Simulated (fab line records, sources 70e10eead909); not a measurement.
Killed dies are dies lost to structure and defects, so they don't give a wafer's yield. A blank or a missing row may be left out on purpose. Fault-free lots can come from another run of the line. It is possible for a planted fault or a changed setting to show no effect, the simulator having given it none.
fab line records	flow nand-harc	part 1 of 2: steps 1 to 27 of 36
record lots=5	wafers=15	last-day=25
route steps=1159 shown P_GATE@122
lots with no fault: from the same line, run without faults
start-h: hours from the record's first day to the start of the lot's first wafer shown	wait-h: hours elapsed since this lot's preceding step	" same as the row above	L1.1+2: several wafers, shown together as one row	- no value, or no start was given	* or withheld: withheld	< > ~ a bound
route shown NAME@n: a module of which the file shows steps, and the number in the route of the first	usual: mean and standard deviation over wafers with no fault	same: alike in all rows	chamber/n: place in a boat	sites: each site's reading	_std_site: the standard deviation of these	_edge_site: the outer-site mean with the inner-site mean subtracted	radius-mm: for every site, how far away it sits from the centre of the wafer	mask NAME#n: copy n	behind: the tool/chamber that last shaped the wafer	hold: why the lot was held/for how many hours/how that ended	device: whichever transistor did not switch (one of n, p or np)	end of line: the same wafers' tests at the end of the route	for a step that has no rows: nothing shown but its recipe	killed: dies lost to structure and defects at the first sort, not the wafer's yield	map: dies across one wafer; x = killed, . = not, _ = none there
set.NAME: the setting the step ran with; set.NAME@STEP: the setting that earlier step ran with	model.NAME: the simulator's own value behind a step, which no gauge read
certain route steps with their lots: each step a table, each wafer a row
services: when a tool's chamber went out of use (start-h, in hours from the record's first day, below 0 if earlier), for how many hours, and the reason
## steps
# step NHARC_P_GATE_CD_MEAS_11
# recipe target-cd-nm=1640	landing-energy-ev=500
# usual cd-nm=1639.5/1.6
lot.wafer	tool	chamber	start-h	wait-h	cd-nm
L081.1	cd-sem-03	0	118.01	-	1637.6
L081.5	"	0	"	"	1639.3
L081.6	"	0	"	"	1640.9
L086.2	cd-sem-02	0	151.34	-	1638.8
L086.3	"	0	"	"	1641.2
L086.4	"	0	"	"	1640.4
L092.1	cd-sem-01	0	184.25	-	1642.1
L092.3	"	0	"	"	1639.8
L092.6	"	0	"	"	1641.2
L096.1	cd-sem-01	0	208.10	-	1640.6
L096.2	"	0	"	"	1640.9
L096.4	"	0	"	"	1640.5
L097.2	cd-sem-03	0	208.27	-	1634.5
L097.3	"	0	"	"	1639.1
L097.4	"	0	"	"	1638.9
# step NHARC_P_GATE_HARDBAKE_12
# recipe temp-c=125	time-s=80
lot.wafer	tool	chamber	start-h	wait-h
L081.1+5+6	litho-track-02	0	118.09	-
L086.2+3+4	litho-track-05	0	151.42	-
L092.1+3+6	litho-track-07	0	184.33	-
L096.1+2+4	litho-track-02	0	208.18	-
L097.2+3+4	litho-track-05	0	208.35	-
# step NHARC_P_GATE_DESCUM_13
# recipe time-s=3	o2-flow-sccm=200	ar-flow-sccm=0	bias-power-w=0	chemistry=O2
# usual drypump-motor-current-A=5.7/0.35	oes-product-au=1.001/0.012	rf-vpp-V=58.1/0.83	showerhead-plenum-p-Torr=1.96/0.05	throttle-valve-pct=11.312/0.008
lot.wafer	tool	chamber	start-h	wait-h	drypump-motor-current-A	oes-product-au	rf-hours-counter-h	rf-vpp-V	showerhead-plenum-p-Torr	throttle-valve-pct
L081.1	rie-diel-02	3	118.19	-	5.1	0.994	23	59.5	1.97	11.317
L081.6	"	1	"	"	5.5	0.986	-	59.7	2.01	11.321
L081.5	"	2	"	"	6.2	0.985	-	57.2	1.88	11.318
L086.3	rie-diel-08	0	151.78	-	5.2	1.018	5	58.0	1.90	11.306
L086.4	"	1	"	"	5.7	0.989	6	58.0	2.04	11.309
L086.2	"	2	"	"	5.5	0.996	7	58.2	2.03	11.321
L092.3	rie-diel-02	3	184.44	-	5.1	0.997	4	59.2	1.97	11.306
L092.1	"	1	"	"	5.5	0.996	4	58.3	2.01	11.315
L092.6	"	3	"	"	5.1	0.992	-	59.2	1.97	11.315
L096.1	rie-diel-04	2	208.28	-	6.2	0.988	36	57.8	1.93	11.314
L096.4	"	3	"	"	5.8	1.004	30	56.8	1.91	11.308
L096.2	"	0	"	"	5.6	0.997	31	59.4	1.95	11.305
L097.4	rie-diel-08	2	208.42	-	5.5	0.986	29	56.9	2.03	11.325
L097.2	"	3	"	"	6.2	0.992	27	58.6	2.00	11.321
L097.3	"	0	"	"	5.2	1.012	26	57.7	1.89	11.315
# step NHARC_P_GATE_ETCH_14
# recipe target-depth-a=488	chemistry=dHF	material=SiO2
lot.wafer	tool	chamber	start-h	wait-h
L081.6+5+1	wet-bench-02	2,3,5	118.31	0.1
L086.2+4+3	wet-bench-02	2,3,5	151.92	0.1
L092.6+1+3	wet-bench-09	4,5,1	184.57	0.1
L096.4+2+1	wet-bench-09	1,2,4	208.41	0.1
L097.2+4+3	wet-bench-02	6,0,2	208.57	0.1
# step NHARC_P_GATE_STRIP_15
# recipe time-s=780	temp-c=130	chemistry=SPM
lot.wafer	tool	chamber	start-h	wait-h
L081.6+5+1	wet-bench-02	2,3,5	118.35	0.0
L086.2+4+3	wet-bench-02	2,3,5	151.96	0.0
L092.6+1+3	wet-bench-09	4,5,1	184.61	0.0
L096.4+2+1	wet-bench-09	1,2,4	208.45	0.0
L097.2+4+3	wet-bench-02	6,0,2	208.61	0.0
# step NHARC_P_GATE_PRECLEAN_71
# recipe time-s=*	temp-c=50	bath-age-min=0	chemistry=SC1
lot.wafer	tool	chamber	start-h	wait-h
L081.6+5+1	wet-bench-02	2,3,5	-	-
L086.2+4+3	wet-bench-02	2,3,5	-	-
L092.6+1+3	wet-bench-09	4,5,1	-	-
L096.4+2+1	wet-bench-09	1,2,4	-	-
L097.2+4+3	wet-bench-02	6,0,2	-	-
# step NHARC_P_GATE_SRD_72
lot.wafer	tool	chamber	start-h	wait-h
L081.6+5+1	wet-bench-02	2,3,5	-	-
L086.2+4+3	wet-bench-02	2,3,5	-	-
L092.6+1+3	wet-bench-09	4,5,1	-	-
L096.4+2+1	wet-bench-09	1,2,4	-	-
L097.2+4+3	wet-bench-02	6,0,2	-	-
# step NHARC_P_GATE_OXIDE_16
# recipe target-thk-a=30	temp-c=875	ox-time-s=392	material=SiO2
# usual ox-temp-c=875.1/0.38	tube-center-temp-C=875/0.081
lot.wafer	tool	chamber	start-h	wait-h	ox-temp-c	tube-center-temp-C
L081.1	furnace-06	0	121.54	-	875.2	874.94
L081.5	"	0	"	"	875.2	875.1
L081.6	"	0	"	"	874.8	874.95
L086.2	furnace-06	0	155.22	-	874.2	874.98
L086.3	"	0	"	"	874.7	875.02
L086.4	"	0	"	"	874.6	874.87
L092.1	furnace-06	0	188.39	-	875.0	874.91
L092.3	"	0	"	"	875.2	874.96
L092.6	"	0	"	"	875.2	874.96
L096.1	furnace-08	0	212.29	-	875.4	874.98
L096.2	"	0	"	"	875.5	874.83
L096.4	"	0	"	"	875.2	875.03
L097.2	furnace-08	0	212.29	-	874.5	875.06
L097.3	"	0	"	"	874.9	875.08
L097.4	"	0	"	"	874.5	875.17
# step NHARC_P_GATE_CVD_17
# recipe target-thk-a=1500	temp-c=620	time-s=900	material=poly-Si
# usual tube-center-temp-C=620/0.054
lot.wafer	tool	chamber	start-h	wait-h	tube-center-temp-C
L081.1	lpcvd-poly-02	0	127.87	2.9	620.11
L081.5	"	0	"	"	619.96
L081.6	"	0	"	"	619.94
L086.2	lpcvd-poly-03	0	161.26	2.5	619.91
L086.3	"	0	"	"	620.01
L086.4	"	0	"	"	620
L092.1	lpcvd-poly-01	0	194.55	2.7	620
L092.3	"	0	"	"	620.09
L092.6	"	0	"	"	619.96
L096.1	lpcvd-poly-03	0	218.41	2.5	620
L096.2	"	0	"	"	619.9
L096.4	"	0	"	"	619.98
L097.2	lpcvd-poly-03	0	218.41	2.5	620.13
L097.3	"	0	"	"	620.08
L097.4	"	0	"	"	619.96
# step NHARC_P_GATE_HM_DEP_102
# recipe target-thk-a=1200	temp-c=400	material=aC
# usual throttle-valve-pct=34.999/0.0089
lot.wafer	tool	chamber	start-h	wait-h	throttle-valve-pct
L081.1	acl-dep-01	0	130.51	0.4	35.007
L081.5	"	0	"	"	34.998
L081.6	"	0	"	"	34.995
L086.2	acl-dep-01	0	167.08	3.6	35.001
L086.3	"	0	"	"	34.985
L086.4	"	0	"	"	34.991
L092.1	acl-dep-03	0	197.82	1.0	35.014
L092.3	"	0	"	"	35.012
L092.6	"	0	"	"	34.990
L096.1	acl-dep-02	0	221.67	1.1	34.999
L096.2	"	0	"	"	34.999
L096.4	"	0	"	"	35.001
L097.2	acl-dep-01	0	221.99	1.4	35.006
L097.3	"	0	"	"	34.997
L097.4	"	0	"	"	34.997
# step NHARC_P_GATE_DEP_103
# recipe target-thk-a=300	target-thk-nm=30	temp-c=400	flow-sccm=200	rf-w=350	material=SiON
# usual heater-power-w=769/96
lot.wafer	tool	chamber	start-h	wait-h	heater-power-w
L081.1	pecvd-03	0	131.23	0.6	684
L081.6	"	1	"	"	689
L081.5	"	2	"	"	813
L086.2	pecvd-03	2	167.63	0.4	778
L086.3	"	0	"	"	609
L086.4	"	2	"	"	785
L092.1	pecvd-03	0	198.61	0.7	622
L092.3	"	1	"	"	828
L092.6	"	2	"	"	764
L096.2	pecvd-03	0	222.36	0.5	699
L096.1	"	2	"	"	777
L096.4	"	1	"	"	821
L097.2	pecvd-04	1	222.56	0.5	719
L097.3	"	2	"	"	706
L097.4	"	1	"	"	749
# step NHARC_P_GATE_DEHYDRATE_18
# recipe temp-c=150	time-s=120
lot.wafer	tool	chamber	start-h	wait-h
L081.1+5+6	litho-track-04	0	131.44	0.2
L086.2+3+4	litho-track-06	0	167.90	0.2
L092.1+3+6	litho-track-01	0	198.88	0.2
L096.1+2+4	litho-track-01	0	222.63	0.2
L097.2+3+4	litho-track-04	0	222.86	0.3
# step NHARC_P_GATE_HMDS_19
# recipe time-s=30
lot.wafer	tool	chamber	start-h	wait-h
L081.1+5+6	litho-track-04	0	-	-
L086.2+3+4	litho-track-06	0	-	-
L092.1+3+6	litho-track-01	0	-	-
L096.1+2+4	litho-track-01	0	-	-
L097.2+3+4	litho-track-04	0	-	-
# step NHARC_P_GATE_COAT_20
# recipe spin-rpm=1500	resist-thk-nm=90
lot.wafer	tool	chamber	start-h	wait-h
L081.1+5+6	litho-track-04	0	-	-
L086.2+3+4	litho-track-06	0	-	-
L092.1+3+6	litho-track-01	0	-	-
L096.1+2+4	litho-track-01	0	-	-
L097.2+3+4	litho-track-04	0	-	-
# step NHARC_P_GATE_SOFTBAKE_21
# recipe temp-c=105	time-s=55
lot.wafer	tool	chamber	start-h	wait-h
L081.1+5+6	litho-track-04	0	-	-
L086.2+3+4	litho-track-06	0	-	-
L092.1+3+6	litho-track-01	0	-	-
L096.1+2+4	litho-track-01	0	-	-
L097.2+3+4	litho-track-04	0	-	-
# step NHARC_P_GATE_EBR_22
lot.wafer	tool	chamber	start-h	wait-h
L081.1+5+6	litho-track-04	0	-	-
L086.2+3+4	litho-track-06	0	-	-
L092.1+3+6	litho-track-01	0	-	-
L096.1+2+4	litho-track-01	0	-	-
L097.2+3+4	litho-track-04	0	-	-
# step NHARC_P_GATE_EXPOSE_23
# recipe na=1.35	target-cd-nm=120	dose-mj=93.91	mask-id=P_GATE
lot.wafer	tool	chamber	start-h	wait-h	mask
L081.1+5+6	arfi-scanner-01	0	131.71	-	P_GATE#0
L086.2+3+4	arfi-scanner-02	0	168.18	-	P_GATE#0
L092.1+3+6	arfi-scanner-03	0	199.02	-	P_GATE#0
L096.1+2+4	arfi-scanner-03	0	222.90	-	P_GATE#0
L097.2+3+4	arfi-scanner-02	0	223.13	-	P_GATE#0
# step NHARC_P_GATE_PEB_24
# recipe peb-temp-c=100	peb-time-s=65
# same peb-time-s=65
lot.wafer	tool	chamber	start-h	wait-h
L081.1+5+6	litho-track-01	0	131.78	0.1
L086.2+3+4	litho-track-06	0	168.23	0.1
L092.1+3+6	litho-track-06	0	199.08	0.1
L096.1+2+4	litho-track-06	0	222.96	0.1
L097.2+3+4	litho-track-04	0	223.19	0.1
# step NHARC_P_GATE_DEVELOP_25
# recipe develop-time-s=35	dev-temp-c=23
lot.wafer	tool	chamber	start-h	wait-h
L081.1+5+6	litho-track-01	0	-	-
L086.2+3+4	litho-track-06	0	-	-
L092.1+3+6	litho-track-06	0	-	-
L096.1+2+4	litho-track-06	0	-	-
L097.2+3+4	litho-track-04	0	-	-
# step NHARC_P_GATE_CD_MEAS_26
# recipe target-cd-nm=120	landing-energy-ev=500
# usual cd-nm=120.1/0.65
lot.wafer	tool	chamber	start-h	wait-h	cd-nm
L081.1	cd-sem-02	0	131.86	-	119.1
L081.5	"	0	"	"	120.1
L081.6	"	0	"	"	120.4
L086.2	cd-sem-03	0	168.31	-	119.7
L086.3	"	0	"	"	119.9
L086.4	"	0	"	"	119.7
L092.1	cd-sem-01	0	199.16	-	119.4
L092.3	"	0	"	"	120.8
L092.6	"	0	"	"	120.4
L096.1	cd-sem-02	0	223.04	-	119.9
L096.2	"	0	"	"	119.6
L096.4	"	0	"	"	119.8
L097.2	cd-sem-01	0	223.27	-	119.2
L097.3	"	0	"	"	120.3
L097.4	"	0	"	"	120.9
# step NHARC_P_GATE_OVL_MEAS_27
# usual overlay-x-nm=0.2/0.99	overlay-y-nm=-0.1/0.8
lot.wafer	tool	chamber	start-h	wait-h	overlay-x-nm	overlay-y-nm
L081.1	overlay-01	-	131.94	-	-1.2	-0.4
L081.5	"	-	"	"	-1.1	-0.7
L081.6	"	-	"	"	-1.5	-0.9
L086.2	overlay-02	-	168.40	-	-0.4	-0.7
L086.3	"	-	"	"	0.1	-1.1
L086.4	"	-	"	"	-0.6	-0.7
L092.1	overlay-02	-	199.25	-	1.6	1.5
L092.3	"	-	"	"	2.0	1.7
L092.6	"	-	"	"	2.4	1.1
L096.1	overlay-01	-	223.13	-	0.3	-0.1
L096.2	"	-	"	"	0.0	-0.2
L096.4	"	-	"	"	0.5	0.1
L097.2	overlay-01	-	223.36	-	2.1	-1.6
L097.3	"	-	"	"	2.2	-1.0
L097.4	"	-	"	"	1.1	-1.1
# step NHARC_P_GATE_INSPECT_28
# usual raw-defect-count=5.5/2.7
lot.wafer	tool	chamber	start-h	wait-h	raw-defect-count
L081.1	defect-inspect-01	-	131.98	0.0	3
L081.5	"	-	"	"	5
L081.6	"	-	"	"	10
L086.2	defect-inspect-02	-	168.44	0.0	4
L086.3	"	-	"	"	4
L086.4	"	-	"	"	3
L092.1	defect-inspect-01	-	199.29	0.0	8
L092.3	"	-	"	"	5
L092.6	"	-	"	"	10
L096.1	defect-inspect-01	-	223.17	0.0	7
L096.2	"	-	"	"	3
L096.4	"	-	"	"	4
L097.2	defect-inspect-02	-	223.39	0.0	7
L097.3	"	-	"	"	5
L097.4	"	-	"	"	4
# step NHARC_P_GATE_DESCUM_31
# recipe time-s=3	o2-flow-sccm=200	ar-flow-sccm=0	bias-power-w=0	chemistry=O2
# usual drypump-motor-current-A=5.6/0.35	oes-product-au=0.998/0.012	rf-vpp-V=57.9/0.92	showerhead-plenum-p-Torr=1.95/0.05	throttle-valve-pct=11.310/0.0095
lot.wafer	tool	chamber	start-h	wait-h	drypump-motor-current-A	oes-product-au	rf-hours-counter-h	rf-vpp-V	showerhead-plenum-p-Torr	throttle-valve-pct
L081.1	rie-diel-02	2	132.07	0.1	6.2	0.984	29	58.4	1.88	11.322
L081.6	"	1	"	"	5.5	1.001	-	60.2	2.01	11.293
L081.5	"	2	"	"	6.1	0.985	-	57.3	1.88	11.312
L086.4	rie-diel-02	1	168.50	0.1	5.5	1.007	1	57.7	2.01	11.313
L086.2	"	3	"	"	5.1	0.998	1	57.3	1.97	11.317
L086.3	"	0	"	"	5.5	0.985	1	56.3	1.92	11.313
L092.1	rie-diel-04	0	199.39	0.1	5.5	0.999	27	57.1	1.95	11.311
L092.3	"	2	"	"	6.2	0.998	32	59.2	1.93	11.321
L092.6	"	0	"	"	5.5	0.997	-	57.2	1.95	11.309
L096.2	rie-diel-08	1	223.23	0.1	5.7	1.005	29	59.5	2.03	11.320
L096.1	"	2	"	"	5.5	0.992	34	58.3	2.02	11.308
L096.4	"	3	"	"	6.2	1.003	32	58.4	2.00	11.308
L097.2	rie-diel-02	2	223.45	0.1	6.1	0.969	12	57.8	1.88	11.288
L097.4	"	0	"	"	5.5	0.978	12	56.8	1.92	11.318
L097.3	"	1	"	"	5.5	1.003	13	58.4	2.00	11.306
# step NHARC_P_GATE_ETCH_104
# recipe target-depth-a=600	time-s=withheld	cf4-flow-sccm=100	chf3-flow-sccm=30	ar-flow-sccm=0	rf-w=500	bias-w=200	chemistry=CF4/CHF3
# usual drypump-motor-current-A=5.6/0.34	oes-product-au=0.949/0.019	rf-vpp-V=371.7/1.4	showerhead-plenum-p-Torr=1.61/0.037	throttle-valve-pct=16.802/0.0088
lot.wafer	tool	chamber	start-h	wait-h	drypump-motor-current-A	oes-product-au	rf-vpp-V	showerhead-plenum-p-Torr	throttle-valve-pct
L081.1	rie-diel-02	0	132.15	0.1	5.5	0.922	370.8	1.58	16.798
L081.5	"	0	"	"	5.5	0.921	371.3	1.58	16.796
L081.6	"	1	"	"	5.5	0.933	374.1	1.65	16.791
L086.2	rie-diel-02	0	168.58	0.1	5.5	0.952	370.1	1.58	16.805
L086.3	"	1	"	"	5.5	0.957	372.9	1.65	16.801
L086.4	"	3	"	"	5.1	0.979	372.5	1.62	16.799
L092.1	rie-diel-04	1	199.59	0.2	5.6	0.967	371.1	1.63	16.802
L092.3	"	2	"	"	6.2	0.952	369.8	1.59	16.819
L092.6	"	1	"	"	5.7	0.970	372.9	1.63	16.810
L096.1	rie-diel-08	1	223.31	0.1	5.7	0.958	373.7	1.67	16.800
L096.4	"	3	"	"	6.2	0.974	373.4	1.64	16.807
L096.2	"	0	"	"	5.2	0.988	369.7	1.55	16.815
L097.2	rie-diel-02	0	223.54	0.1	5.5	0.966	371.5	1.58	16.799
L097.4	"	1	"	"	5.5	0.970	374.2	1.64	16.797
L097.3	"	3	"	"	5.0	0.960	372.0	1.62	16.793
# step NHARC_P_GATE_HM_OPEN_105
# recipe target-depth-a=3600	o2-flow-sccm=400	cos-flow-sccm=20	ar-flow-sccm=0	rf-w=500	bias-w=300	chemistry=O2/COS
# usual drypump-motor-current-A=5.6/0.34	oes-product-au=0.996/0.01	rf-vpp-V=468.6/1.7	showerhead-plenum-p-Torr=3.19/0.076	throttle-valve-pct=28.330/0.0093
lot.wafer	tool	chamber	start-h	wait-h	drypump-motor-current-A	oes-product-au	rf-hours-counter-h	rf-vpp-V	showerhead-plenum-p-Torr	throttle-valve-pct
L081.1	rie-diel-02	3	-	-	5.1	0.983	25	468.5	3.21	28.330
L081.6	"	1	"	"	5.5	0.984	-	469.9	3.27	28.333
L081.5	"	2	"	"	6.2	0.976	-	466.4	3.07	28.318
L086.3	rie-diel-02	3	-	-	5.1	0.996	1	468.2	3.21	28.329
L086.4	"	1	"	"	5.5	1.002	1	470.7	3.27	28.315
L086.2	"	2	"	"	6.1	0.982	1	465.4	3.07	28.316
L092.3	rie-diel-04	2	-	-	6.2	1.002	33	466.8	3.15	28.326
L092.1	"	3	"	"	5.8	1.003	27	467.7	3.11	28.332
L092.6	"	0	"	"	5.6	0.999	-	467.3	3.18	28.345
L096.1	rie-diel-08	1	-	-	5.7	1.006	29	470.8	3.31	28.327
L096.2	"	2	"	"	5.5	0.997	34	469.8	3.29	28.319
L096.4	"	3	"	"	6.2	1.001	32	470.5	3.25	28.327
L097.2	rie-diel-02	2	-	-	6.2	0.987	12	465.9	3.06	28.328
L097.4	"	3	"	"	5.2	0.988	11	468.9	3.20	28.344
L097.3	"	1	"	"	5.5	1.000	13	469.6	3.26	28.322
# step NHARC_P_GATE_STRIP_106
# recipe o2-flow-sccm=400	cos-flow-sccm=20	ar-flow-sccm=0	bias-w=0	chemistry=O2/COS
lot.wafer	tool	chamber	start-h	wait-h
L081.1+6+5	rie-diel-02	0,0,1	-	-
L086.4+3+2	rie-diel-02	2,3,0	-	-
L092.1+3+6	rie-diel-04	2,3,2	-	-
L096.4+2+1	rie-diel-08	1,3,0	-	-
L097.2+3+4	rie-diel-02	0,2,3	-	-
# step NHARC_P_GATE_ETCH_114
# recipe target-depth-a=300	overetch-a=30	time-s=16.5	ion-energy-ev=100	cf4-flow-sccm=80	o2-flow-sccm=20	ar-flow-sccm=0	rf-w=300	bias-w=100	chemistry=CF4/O2
# usual drypump-motor-current-A=5.6/0.35	oes_ar_750_au=1.000/0.005	oes-product-au=0.997/0.011	rf-vpp-V=198.3/1.1	showerhead-plenum-p-Torr=1.36/0.034	throttle-valve-pct=13.397/0.0087
lot.wafer	tool	chamber	start-h	wait-h	drypump-motor-current-A	oes_ar_750_au	oes-product-au	rf-hours-counter-h	rf-vpp-V	showerhead-plenum-p-Torr	throttle-valve-pct
L081.1	rie-diel-02	0	-	-	5.5	1.003	1.001	28	197.1	1.34	13.388
L081.5	"	2	"	"	6.1	0.998	0.975	-	197.7	1.31	13.400
L081.6	"	3	"	"	5.1	1.002	0.986	-	198.1	1.38	13.407
L086.2	rie-diel-02	1	-	-	5.5	0.984	1.001	1	198.1	1.40	13.391
L086.4	"	2	"	"	6.2	0.999	0.977	1	196.5	1.31	13.406
L086.3	"	0	"	"	5.5	0.995	0.994	1	198.8	1.34	13.385
L092.3	rie-diel-04	0	-	-	5.5	0.997	1.000	28	197.4	1.36	13.391
L092.1	"	1	"	"	5.6	1.000	1.004	33	198.2	1.38	13.408
L092.6	"	0	"	"	5.6	1.005	1.002	-	199.0	1.36	13.390
L096.4	rie-diel-08	3	-	-	6.2	1.008	0.997	32	199.3	1.39	13.407
L096.2	"	0	"	"	5.2	0.993	1.023	32	197.4	1.32	13.393
L096.1	"	1	"	"	5.7	0.998	0.992	29	199.1	1.42	13.399
L097.2	rie-diel-02	3	-	-	5.1	1.007	1.003	11	199.3	1.37	13.391
L097.3	"	0	"	"	5.4	0.995	0.980	12	197.8	1.34	13.382
L097.4	"	1	"	"	5.5	0.996	0.986	13	198.7	1.40	13.408
